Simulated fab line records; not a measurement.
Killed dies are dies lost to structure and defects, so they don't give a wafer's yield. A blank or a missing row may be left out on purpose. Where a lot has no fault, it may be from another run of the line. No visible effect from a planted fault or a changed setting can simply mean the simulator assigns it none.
Problem report in the 8D (eight disciplines) form, filled by code    flow n5_finfet    the parts of the form that need people (team, actions taken, sign-off) are left out

== 1. WHAT WENT WRONG ==
A mean of 778 is read at N5_BEOL_M2_INSPECT_13 for raw_defect_count, taken on 1 wafer of 1 lot, against 381 (standard deviation 93) on wafers free of any fault. That is +4.3 standard deviations from the usual mean.
The step: inspects for defects (brightfield).
The first sign was on wafer L957.2 at day 10 12:25, on defect_inspect-02. At this step, 27 wafers from 9 lots have a number in the record. The rule behind "out" and "out of limits": a value lying over 4 standard deviations away from the usual mean. Any other wafer with a number is counted as sound.

== 2. WHAT IT IS, WHAT IT ISN'T ==
question                     is                 is not
which readings at this step  raw_defect_count   -
which lots                   L957               L942, L943, L945, L946, L948, L953, L963, L964
which wafers of those lots   L957.2             L957.4, L957.6
read on which gauges         defect_inspect-02  defect_inspect-01
when                         from day 10 12:25  up to then (20 sound wafers); but 6 sound wafers of L963, L964 came after

== 3. SUSPECTS, AND WHAT RULES EACH OUT ==
Counting: if a tool at a process step up to the reading ran every lot that is out, it stays a suspect. Sound lots after the first of them don't rule it out here, since some wafers of a struck lot are sound.
- the gauge at N5_BEOL_M2_INSPECT_13 has been ruled out. All the wafers that are out were read on defect_inspect-02, but those of them that N5_PASSIVATION_PROBE_49 has rows for are out there too, on other tools.
- pvd_sputter-03 at N5_BEOL_M2_HM_DEP_02 (deposits TiN, target thk 20 nm): kept. L957, the lot that is out, went through it at day 10 11:48; up to then, the latest sound lot through it was L948 at day 8 01:41.
Remaining after the count: pvd_sputter-03 at N5_BEOL_M2_HM_DEP_02.

== 4. THE CAUSE (what the simulator had put in) ==
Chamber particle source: pvd_sputter-03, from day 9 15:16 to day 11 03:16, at N5_BEOL_M2_HM_DEP_02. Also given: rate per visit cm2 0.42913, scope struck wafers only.
After counting, this tool was the only one left.

== 5. THE EFFECT CHAIN, in route order ==
One row per reading whose mean, taken over the struck wafers that have a number, lies over 3 standard deviations from the usual. Readings are gone through only where the record gives a usual standard deviation; hours: the median, over the lots, of the time from a lot's start at the first step in this table giving one to that lot's start at this step; sigmas: the change measured in usual standard deviations.
hours  step                     reading             usual  on struck wafers  change  sigmas
0      N5_BEOL_M2_INSPECT_13    raw_defect_count    381    778               +397    +4.3
1      N5_BEOL_M2_INSPECT_30    raw_defect_count    373    792               +419    +3.8
133    N5_PASSIVATION_PROBE_49  killed_at_M0_to_M3  35     114               +79     +7.9
The process steps in it:
- N5_PASSIVATION_PROBE_49
Later steps that measure or inspect, where all struck wafers having a row at the step show a number for every such reading and not one has moved that far: N5_BEOL_M4_RC_MEAS_101.

== 6. HOW IT WOULD HAVE BEEN CAUGHT EARLIER ==
Counted from the fault's start at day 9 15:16, it took 21 hours until the first out-of-limits reading at a measuring or inspecting step in this record, taken at day 10 12:25.
Tool readings at N5_BEOL_M2_HM_DEP_02 with a usual standard deviation given in the record: none out on any struck wafer, hence no alarm at a limit of 4 standard deviations on them.
The start of N5_BEOL_M2_HM_DEP_02 on pvd_sputter-03 came by day 10 12:25 for every one of the lots that are out (1). Had the tool been put on hold then, not one of them would have been saved.
